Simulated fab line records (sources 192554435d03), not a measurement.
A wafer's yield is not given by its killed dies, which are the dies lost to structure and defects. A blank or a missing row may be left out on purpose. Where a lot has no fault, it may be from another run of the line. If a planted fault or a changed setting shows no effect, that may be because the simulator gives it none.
Lot-split experiment    flow n5 finfet    39 wafers read across 7 lots, on a route 1938 steps long

THE SPLIT
At N5_FIN_SAQP_HM_DEP_72 (deposits SiO2 from SiH4/N2O, target thk 12 nm, time 7.2 s), the setting target thk a was moved away from the recipe's 120 angstrom on 15 of the 39 wafers read, by -24.7% to +38.9%. The other wafers ran this setting at the recipe's value.

FROM THE SPLIT TO THE READING: what the file shows between them, 4 steps
- N5_FIN_SAQP_COAT_49: time 60 s, resist thk 100 nm
- N5_FIN_SAQP_COAT_50: time 60 s, resist thk 35 nm
- N5_FIN_SAQP_ETCH_52: etches SOC in N2/H2, target depth 100 nm, overetch 20 nm, time 150 s
- N5_FIN_SAQP_STRIP_53: strips in N2/H2

THE READING
etch.depth nm (the simulator's own value, which no gauge read), in nm, at N5_FIN_SAQP_HM_OPEN_73 (chemistry CHF3/O2, target SiO2, stops on a-Si, target depth 12 nm, time 16.8 s). There is no usual value for it anywhere in the file. Average 12.065 nm, standard deviation 0.14 nm, over the 24 wafers here run with the recipe.

wafer   tool, chamber at the split  target thk a as run, angstrom  against the recipe  etch.depth nm, nm  against lot-mates on the recipe
L075.1  pecvd-02, 0,2               120                            recipe              11.85              -
L075.3  pecvd-02, 0,2               120                            recipe              11.85              -
L075.2  pecvd-02, 1                 120                            recipe              12.01              -
L075.4  pecvd-02, 0                 120                            recipe              11.97              -
L075.5  pecvd-02, 2                 120                            recipe              12.16              -
L075.6  pecvd-02, 1                 120                            recipe              12.14              -
L080.1  pecvd-03, 0                 166.7                          +38.9%              16.81              +4.503
L080.2  pecvd-03, 1                 120                            recipe              12.25              -
L080.3  pecvd-03, 2                 166.7                          +38.9%              17.05              +4.743
L080.4  pecvd-03, 1                 166.7                          +38.9%              17.06              +4.753
L080.5  pecvd-03, 0                 120                            recipe              12.34              -
L080.6  pecvd-03, 2                 120                            recipe              12.33              -
L083.1  pecvd-03, 1                 120                            recipe              12.06              -
L083.2  pecvd-03, 2                 120                            recipe              12.02              -
L083.3  pecvd-03, 0                 120                            recipe              12.09              -
L085.1  pecvd-02, 2                 139                            +15.8%              13.81              +1.690
L085.2  pecvd-02, 0                 139                            +15.8%              13.83              +1.710
L085.3  pecvd-02, 1                 120                            recipe              12.12              -
L085.4  pecvd-02, 2                 120                            recipe              12.05              -
L085.5  pecvd-02, 1                 120                            recipe              12.19              -
L085.6  pecvd-02, 0                 139                            +15.8%              13.92              +1.800
L087.1  pecvd-03, 0                 120                            recipe              11.97              -
L087.2  pecvd-03, 2                 90.31                          -24.7%              9.165              -2.942
L087.3  pecvd-03, 1                 90.31                          -24.7%              9.027              -3.080
L087.4  pecvd-03, 2                 120                            recipe              12.21              -
L087.5  pecvd-03, 0                 90.31                          -24.7%              9.022              -3.085
L087.6  pecvd-03, 1                 120                            recipe              12.14              -
L089.1  pecvd-03, 0                 98.77                          -17.7%              9.657              -2.350
L089.2  pecvd-03, 2                 98.77                          -17.7%              9.981              -2.026
L089.3  pecvd-03, 1                 98.77                          -17.7%              9.842              -2.165
L089.4  pecvd-03, 2                 120                            recipe              12.05              -
L089.5  pecvd-03, 1                 120                            recipe              12.06              -
L089.6  pecvd-03, 0                 120                            recipe              11.91              -
L096.1  pecvd-04, 2                 120                            recipe              11.87              -
L096.2  pecvd-04, 1                 120                            recipe              11.91              -
L096.3  pecvd-04, 0                 120                            recipe              12.01              -
L096.4  pecvd-04, 0                 95.45                          -20.5%              9.718              -2.212
L096.5  pecvd-04, 1                 95.45                          -20.5%              9.585              -2.345
L096.6  pecvd-04, 2                 95.45                          -20.5%              9.692              -2.238
Rows listing several chambers each stand for several wafers; the file does not say which wafer went through which chamber.

FIT RESULTS
A straight line over all 39 wafers: etch.depth nm changes by +0.123 nm for each +1% of target thk a; r = +1.00; the points scatter about the line by 0.14 nm.
The same after taking each lot's own level away (the mean of its wafers on the recipe; 39 wafers): +0.119 nm for each +1%; r = +1.00; scatter 0.11 nm.
That fit puts the effect of the largest move of target thk a on the reading at 4.6 nm.
The lots' own levels span 11.9300 to 12.3067 nm, that is 2.8 times the standard deviation above.
So the lot-to-lot level changes the slope little: the two slopes agree.
Check: +4.64 nm against its lot-mates is what the line predicts for one of the wafers moved furthest among these (+38.9%) when that wafer is left out of the fit. Against them it came out at +4.5 nm.

THE WHOLE CHAIN: every reading that the file lists as answering this split, in the file's order
step                    what it does                                                                    reading                                                                             change (the file's fit)                r (the file's)
N5_FIN_SAQP_HM_DEP_72   deposits SiO2 from SiH4/N2O, target thk 12 nm, time 7.2 s                       SiO2_of_FIN_SAQP_HM_DEP_72.thk nm (the simulator's own value, which no gauge read)  +0.119 nm for each +1% of the setting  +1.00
N5_FIN_SAQP_HM_OPEN_73  chemistry CHF3/O2, target SiO2, stops on a-Si, target depth 12 nm, time 16.8 s  etch.depth nm (the simulator's own value, which no gauge read)                      +0.119 nm for each +1% of the setting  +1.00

THE FILE'S OWN FIT
etch.depth nm changes by +0.119 nm for each +1% of target thk a, r = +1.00.
